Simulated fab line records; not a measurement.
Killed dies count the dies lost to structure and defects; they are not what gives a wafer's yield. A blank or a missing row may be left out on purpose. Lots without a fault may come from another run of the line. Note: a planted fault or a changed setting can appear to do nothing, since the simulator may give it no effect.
Lot-split experiment | flow n5_finfet | 39 wafers read from 7 lots, route of 1938 steps

ON THE SPLIT
At N5_SD_EPI_N_ETCH_45 (etches SiOCN in CH3F/O2, target depth 6 nm), the setting target_depth_a was moved away from the recipe's 60 angstrom on 15 of the 39 wafers read, by -52.6% to +47.4%. For the rest of the wafers, this setting stayed at what the recipe calls for.

The reading is taken at the split's own step.

THE READING
etch.depth_nm (the simulator's own value, which no gauge read), in nm, at N5_SD_EPI_N_ETCH_45 (etches SiOCN in CH3F/O2, target depth 6 nm). The file gives no usual value for it. Here, 24 wafers ran the recipe; their average is 5.970 nm with a standard deviation of 0.096 nm.

wafer  | tool, chamber at the split | target_depth_a as run, angstrom | against the recipe | etch.depth_nm, nm | against lot-mates on the recipe
L075.1 | rie_diel-02, 2             | 60                              | recipe             | 5.906             | -
L075.2 | rie_diel-02, 0             | 60                              | recipe             | 5.857             | -
L075.3 | rie_diel-02, 3             | 88.41                           | +47.4%             | 8.854             | +2.985
L075.4 | rie_diel-02, 1             | 60                              | recipe             | 5.844             | -
L075.5 | rie_diel-02, 0             | 88.41                           | +47.4%             | 8.613             | +2.744
L075.6 | rie_diel-02, 3             | 88.41                           | +47.4%             | 8.775             | +2.906
L079.1 | rie_diel-02, 2             | 60                              | recipe             | 5.908             | -
L079.3 | rie_diel-02, 1             | 60                              | recipe             | 5.882             | -
L079.6 | rie_diel-02, 1             | 60                              | recipe             | 5.912             | -
L080.1 | rie_diel-02, 0             | 28.48                           | -52.5%             | 2.737             | -3.107
L080.2 | rie_diel-02, 3             | 28.48                           | -52.5%             | 2.824             | -3.020
L080.3 | rie_diel-02, 1             | 28.48                           | -52.5%             | 2.765             | -3.079
L080.4 | rie_diel-02, 2             | 60                              | recipe             | 5.885             | -
L080.5 | rie_diel-02, 1             | 60                              | recipe             | 5.893             | -
L080.6 | rie_diel-02, 0             | 60                              | recipe             | 5.753             | -
L084.1 | rie_diel-05, 3             | 39.38                           | -34.4%             | 3.97              | -2.067
L084.2 | rie_diel-05, 2             | 60                              | recipe             | 6.029             | -
L084.3 | rie_diel-05, 1             | 60                              | recipe             | 6.034             | -
L084.4 | rie_diel-05, 0             | 39.38                           | -34.4%             | 4.047             | -1.990
L084.5 | rie_diel-05, 0             | 39.38                           | -34.4%             | 4.049             | -1.988
L084.6 | rie_diel-05, 1             | 60                              | recipe             | 6.047             | -
L083.1 | rie_diel-05, 1             | 60                              | recipe             | 6.031             | -
L083.2 | rie_diel-05, 0             | 60                              | recipe             | 6.104             | -
L083.3 | rie_diel-05, 3             | 85.5                            | +42.5%             | 8.636             | +2.536
L083.4 | rie_diel-05, 2             | 85.5                            | +42.5%             | 8.597             | +2.497
L083.5 | rie_diel-05, 0             | 60                              | recipe             | 6.165             | -
L083.6 | rie_diel-05, 3             | 85.5                            | +42.5%             | 8.592             | +2.492
L092.1 | rie_diel-06, 2             | 28.41                           | -52.6%             | 2.867             | -3.193
L092.2 | rie_diel-06, 1             | 60                              | recipe             | 6.008             | -
L092.3 | rie_diel-06, 0             | 28.41                           | -52.6%             | 2.882             | -3.178
L092.4 | rie_diel-06, 0             | 60                              | recipe             | 6.074             | -
L092.5 | rie_diel-06, 2             | 60                              | recipe             | 6.098             | -
L092.6 | rie_diel-06, 1             | 28.41                           | -52.6%             | 2.85              | -3.210
L093.1 | rie_diel-06, 0             | 60                              | recipe             | 5.993             | -
L093.2 | rie_diel-06, 2             | 60                              | recipe             | 6.02              | -
L093.3 | rie_diel-06, 1             | 60                              | recipe             | 5.891             | -
L093.4 | rie_diel-06, 2             | 60                              | recipe             | 5.975             | -
L093.5 | rie_diel-06, 1             | 60                              | recipe             | 5.982             | -
L093.6 | rie_diel-06, 0             | 60                              | recipe             | 6                 | -

FIT RESULTS
A straight line over all 39 wafers: etch.depth_nm changes by +0.0597 nm for each +1% of target_depth_a; r = +1.00; the points scatter about the line by 0.096 nm.
The same after taking each lot's own level away (the mean of its wafers on the recipe; 39 wafers): +0.0596 nm for each +1%; r = +1.00; scatter 0.055 nm.
The reading moves by 3.1 nm for the largest change in target_depth_a, on that fit.
The lots' own levels span 5.8437 to 6.1000 nm, that is 2.7 times the standard deviation above.
So the lot-to-lot level changes the slope little: the two slopes agree.
Check: -3.13 nm against its lot-mates is what the line predicts for one of the wafers moved furthest among these (-52.6%) when that wafer is left out of the fit. It came out at -3.19 nm against them.

THE OTHER SPLITS THESE WAFERS WENT THROUGH
Other splits were also applied to these wafers ahead of the reading. Each is held against what the fit with the lots' levels taken away leaves over:
other split on the same wafers     | wafers away from the commonest value | r with etch.depth_nm (lot level and that fit taken away)
N5_ZERO_LAYER_PECVD_02 time_s      | 18                                   | -0.18
N5_FIN_SAQP_HM_DEP_03 target_thk_a | 15                                   | -0.20

THE FILE'S OWN FIT
etch.depth_nm changes by +0.0596 nm for each +1% of target_depth_a, r = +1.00.
